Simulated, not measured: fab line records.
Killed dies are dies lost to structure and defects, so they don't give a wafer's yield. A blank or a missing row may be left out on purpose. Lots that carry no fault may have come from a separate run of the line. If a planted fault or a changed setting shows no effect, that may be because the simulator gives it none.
Chamber matching / flow n5Finfet / N5_BEOL_M0_CUTY_ETCH_62 on rieDiel-01: 4 sister chambers
The step etches SiARC in CF4, time 58.5 s. 4 wafers are shown with their chamber, then 8 later ones without.

WAFERS, EACH WITH ITS CHAMBER
wafer=L082.4; chamber=2; etchRfOnTimeS (s)=56.2
wafer=L094.4; chamber=1; etchRfOnTimeS (s)=59.6
wafer=L094.6; chamber=3; etchRfOnTimeS (s)=61.8
wafer=L095.1; chamber=0; etchRfOnTimeS (s)=60.5

WAFERS WHOSE CHAMBER IS MISSING
wafer=L095.5; etchRfOnTimeS (s)=57.1
wafer=L095.6; etchRfOnTimeS (s)=59.8
wafer=L096.1; etchRfOnTimeS (s)=60.2
wafer=L096.2; etchRfOnTimeS (s)=59.3
wafer=L096.4; etchRfOnTimeS (s)=61.9
wafer=L097.3; etchRfOnTimeS (s)=56.7
wafer=L097.4; etchRfOnTimeS (s)=61.8
wafer=L097.6; etchRfOnTimeS (s)=59.5

EACH ONE'S CHAMBER
wafer=L095.5; from the rows above=2; in truth=2
wafer=L095.6; from the rows above=can't be placed: 1 or 0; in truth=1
wafer=L096.1; from the rows above=can't be placed: 0 or 1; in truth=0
wafer=L096.2; from the rows above=1; in truth=1
wafer=L096.4; from the rows above=3; in truth=3
wafer=L097.3; from the rows above=2; in truth=2
wafer=L097.4; from the rows above=3; in truth=3
wafer=L097.6; from the rows above=1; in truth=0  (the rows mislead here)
Correct placement for 5 of the 8. Not placeable from these rows: 2 (in 2, the candidates include the true chamber). Number placed wrongly: 1.
How it was worked out, from the rows above alone: a wafer's distance from a chamber is the root of the sum, over the readings, of the square of ((its reading less the chamber's mean) divided by the reading's scatter). If the next closest chamber is less than 2 further off than the closest, the wafer can't be placed; otherwise it belongs to the closest. The mean given for a chamber averages the wafers shown for that chamber. The scatter: root of mean squared gap, hidden wafer to nearest shown wafer, with one shown wafer a chamber.
